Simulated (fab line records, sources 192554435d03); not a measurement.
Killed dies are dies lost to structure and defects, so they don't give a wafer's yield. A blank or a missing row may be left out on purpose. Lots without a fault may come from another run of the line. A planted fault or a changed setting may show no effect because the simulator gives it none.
Problem report in the 8D (eight disciplines) form, filled by code | flow n5_finfet | the parts of the form that need people (team, actions taken, sign-off) are left out

1. THE PROBLEM
thk_nm at N5_DUMMY_GATE_THK_MEAS_05 reads a mean of 42.7 nm on 9 wafers of 3 lots; wafers without a fault read 72.8 nm with a standard deviation of 1.1. That is -27 standard deviations from the usual mean.
First seen on wafer L761.3, day 6 17:36, on film_metro-01. The record holds 32 wafers of 11 lots with a number at this step. Rule for "out", or "out of limits": more than 4 standard deviations from the usual mean. The other wafers with a number count as sound.

2. WHAT IT IS AND WHAT IT IS NOT
question                    | is                           | is not
which readings at this step | thk_nm                       | -
which lots                  | L761, L764, L766             | L746, L748, L751, L755, L757, L759, L767, L768
which wafers of those lots  | all that have a number       | -
read on which gauges        | film_metro-01, film_metro-02 | -
when                        | from day 6 17:36             | up to then (18 sound wafers); but 5 sound wafers of L767, L768 came after

3. SUSPECTS, AND WHAT RULES EACH OUT
Counting: a tool at a process step up to the reading stays a suspect if it ran every lot that is out and no sound lot after the first of them.
- the gauge at N5_DUMMY_GATE_THK_MEAS_05: ruled out. The wafers that are out were read on 2 gauges (film_metro-01, film_metro-02).
- ald_sin-03 at N5_STI_FIN_REVEAL_ALD_14 (deposits Si3N4, target thk 3 nm): ruled out as a lasting fault. Sound lots L767, L768 ran on it after its first lot that is out, L761 (day 6 04:27).
- lpcvd-01 at N5_DUMMY_GATE_CVD_03 (deposits a-Si from SiH4, target thk 150 nm, time 8042 s): kept. It ran every lot that is out, first L761 (day 6 13:38), and no sound lot after that; its last sound lot up to then is L757 (day 5 16:18).
Left after counting: lpcvd-01 at N5_DUMMY_GATE_CVD_03.

4. THE CAUSE (what the simulator had put in)
Site profile drift: lpcvd-01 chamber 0, from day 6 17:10 on, at N5_DUMMY_GATE_CVD_03. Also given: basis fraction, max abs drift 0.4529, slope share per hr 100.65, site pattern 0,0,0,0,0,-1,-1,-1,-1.
Counting left only this tool.

5. THE CHAIN OF EFFECTS, in route order
Each row: a reading whose mean over the struck wafers that have a number lies more than 3 standard deviations from the usual. Only readings for which the record gives a usual standard deviation are gone through. hours: the time from each lot's start at the first step in this table that gives one to its start at this step, as a median over the lots. sigmas: the change in usual standard deviations.
hours | step                      | reading             | usual      | on struck wafers | change | sigmas
0     | N5_DUMMY_GATE_THK_MEAS_05 | thk_nm              | 72.8 nm    | 42.7             | -30.1  | -27
5     | N5_DUMMY_GATE_ETCH_44     | oes_product_au      | 0.736 a.u. | 0.596            | -0.140 | -12
30    | N5_SDB_THK_MEAS_31        | SDB_THK             | 65.1 nm    | 35.8             | -29.3  | -27
227   | N5_PASSIVATION_PROBE_49   | killed_at_front_end | 39         | 344              | +305   | +22
227   | N5_PASSIVATION_PROBE_49   | killed_dies         | 100        | 400              | +300   | +18
227   | N5_PASSIVATION_PROBE_49   | killed_on_rim       | 14         | 152              | +138   | +34
The process steps in it:
- N5_DUMMY_GATE_ETCH_44: etches poly-Si in HBr/O2, stops on SiO2, target depth 127.5 nm.
- N5_PASSIVATION_PROBE_49
Later measuring or inspecting steps at which every struck wafer that the step has a row for has a number for every such reading, and none has moved that far: N5_DUMMY_GATE_CD_MEAS_15.

6. WHAT WOULD HAVE CAUGHT IT SOONER
In this record the first reading out of limits at a measuring or inspecting step was taken at day 6 17:36, 0 hours after the fault began at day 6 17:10.
Of the tool readings at N5_DUMMY_GATE_CVD_03 for which the record gives a usual standard deviation, none was out on any struck wafer, so an alarm limit of 4 standard deviations on them would not have fired.
Of the lots that are out (3), L764, L766 began N5_DUMMY_GATE_CVD_03 on lpcvd-01 after day 6 17:36. A hold on the tool at that time would have spared those 2.
